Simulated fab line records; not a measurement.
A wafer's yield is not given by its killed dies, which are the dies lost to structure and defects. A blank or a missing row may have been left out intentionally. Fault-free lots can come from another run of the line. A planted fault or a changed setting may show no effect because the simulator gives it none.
Split-lot study    flow n5-finfet    21 wafers read from 7 lots, route of 1938 steps

== THE SPLIT ==
At N5_BEOL_M2_TRENCH_ETCH_37 (etches SiOC in C4F6/O2, target depth 55.555 nm, time 29.2 s), the setting source-w was moved away from the recipe's 355 W on 8 of the 21 wafers read, by -12.5% to +15.5%. This setting was run at the recipe's value on the other wafers.

The reading is taken at the split's own step.

== THE READING ==
rf-vpp-V, in V, at N5_BEOL_M2_TRENCH_ETCH_37 (etches SiOC in C4F6/O2, target depth 55.555 nm, time 29.2 s). Fault-free wafers of this fab line usually give 668 V, standard deviation 8.3 V.

wafer   tool, chamber at the split  source-w as run, W  against the recipe  rf-vpp-V, V  against lot-mates on the recipe
L077.3  rie-diel-04, 3              355                 recipe              657          -
L077.5  rie-diel-04, 3              379.1               +6.8%               637          -30
L077.6  rie-diel-04, 0              355                 recipe              678          -
L078.1  rie-diel-01, 0              355                 recipe              667          -
L078.2  rie-diel-01, 2              355                 recipe              679          -
L078.3  rie-diel-01, 1              355                 recipe              658          -
L083.4  rie-diel-02, 2              410.1               +15.5%              610          -63
L083.5  rie-diel-02, 0              410.1               +15.5%              612          -61
L083.6  rie-diel-02, 1              355                 recipe              673          -
L086.1  rie-diel-01, 0              355                 recipe              668          -
L086.4  rie-diel-01, 1              355                 recipe              660          -
L086.5  rie-diel-01, 3              355                 recipe              672          -
L087.1  rie-diel-04, 1              373.2               +5.1%               651          -16
L087.4  rie-diel-04, 2              373.2               +5.1%               644          -23
L087.6  rie-diel-04, 1              355                 recipe              667          -
L088.2  rie-diel-04, 1              394.4               +11.1%              633          -26
L088.3  rie-diel-04, 2              355                 recipe              659          -
L088.5  rie-diel-04, 0              394.4               +11.1%              641          -18
L092.2  rie-diel-01, 3              355                 recipe              673          -
L092.3  rie-diel-01, 1              355                 recipe              658          -
L092.5  rie-diel-01, 3              310.8               -12.5%              719          +54

FIT RESULTS
A straight line over all 21 wafers: rf-vpp-V changes by -3.56 V for each +1% of source-w; r = -0.95; the points scatter about the line by 7.5 V.
The same after taking each lot's own level away (the mean of its wafers on the recipe; 21 wafers): -3.62 V for each +1%; r = -0.94; scatter 8.9 V.
According to that fit, moving source-w by its largest amount changes the reading by 56 V.
Measured against the standard deviation above, the lots' own levels, which go from 659.0 to 673.0 V, span 1.7 times it.
The two slopes agree, so the slope changes little with the lot-to-lot level.
Check: -52.4 V against its lot-mates is what the line predicts for one of the wafers moved furthest among these (+15.5%) when that wafer is left out of the fit. Against them it came out at -63 V.
Tool readings at the split's step, against how far the setting was moved: rf-vpp-V r = -0.95.

== FURTHER SPLITS ON THESE WAFERS ==
Before the reading, these wafers also passed through other splits. Each is held against what the fit with the lots' levels taken away leaves over:
other split on the same wafers  wafers away from the commonest value  r with rf-vpp-V (lot level and that fit taken away)
N5_BEOL_M2_COAT_68 spin-rpm     6                                     +0.41
N5_BEOL_M2_ETCHBACK_99 time-s   9                                     +0.19

== THE FILE'S OWN FIT ==
rf-vpp-V changes by -3.71 V for each +1% of source-w, r = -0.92.
